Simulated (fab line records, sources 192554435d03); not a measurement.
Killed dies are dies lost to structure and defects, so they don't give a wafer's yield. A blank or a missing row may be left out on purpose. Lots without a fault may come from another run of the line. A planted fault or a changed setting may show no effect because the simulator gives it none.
Chamber matching | flow n5_finfet | N5_WELL_APT_DESCUM_30 on rie_diel-01: 4 sister chambers
The step chemistry O2, time 7.9 s. 8 wafers are shown with their chamber, then 7 later ones without.

WAFERS WITH THEIR CHAMBER
wafer  | chamber | drypump_motor_current_A (A) | throttle_valve_pct (%)
L075.1 | 3       | 6.2                         | 20.33
L075.5 | 0       | 5.6                         | 20.52
L082.1 | 2       | 5.0                         | 20.74
L082.5 | 3       | 6.2                         | 20.36
L084.3 | 0       | 5.6                         | 20.53
L084.6 | 1       | 5.6                         | 20.07
L085.2 | 2       | 5.1                         | 20.75
L085.5 | 1       | 5.6                         | 20.08

WAFERS WITHOUT THEIR CHAMBER
wafer  | drypump_motor_current_A (A) | throttle_valve_pct (%)
L085.6 | 5.0                         | 20.72
L091.3 | 5.0                         | 20.75
L091.4 | 5.6                         | 20.56
L091.6 | 5.0                         | 20.76
L097.1 | 5.6                         | 20.59
L097.3 | 6.2                         | 20.40
L097.6 | 5.0                         | 20.78

WHICH CHAMBER EACH WENT THROUGH
wafer  | from the rows above | in truth
L085.6 | 2                   | 2
L091.3 | 2                   | 2
L091.4 | 0                   | 0
L091.6 | 2                   | 2
L097.1 | 0                   | 0
L097.3 | 3                   | 3
L097.6 | 2                   | 2
Placed correctly: 7 of 7. Can't be placed from these rows: 0. Placed wrongly: 0.
How it was worked out, from the rows above alone: a wafer's distance from a chamber is the root of the sum, over the readings, of the square of ((its reading less the chamber's mean) divided by the reading's scatter). The wafer belongs to the nearest chamber; if the next one is less than 2 further off, it can't be placed. A chamber's mean is the mean of its shown wafers. The scatter: the root of (the sum of the squares of (reading less its chamber's mean) over the shown wafers, divided by (wafers less chambers)).
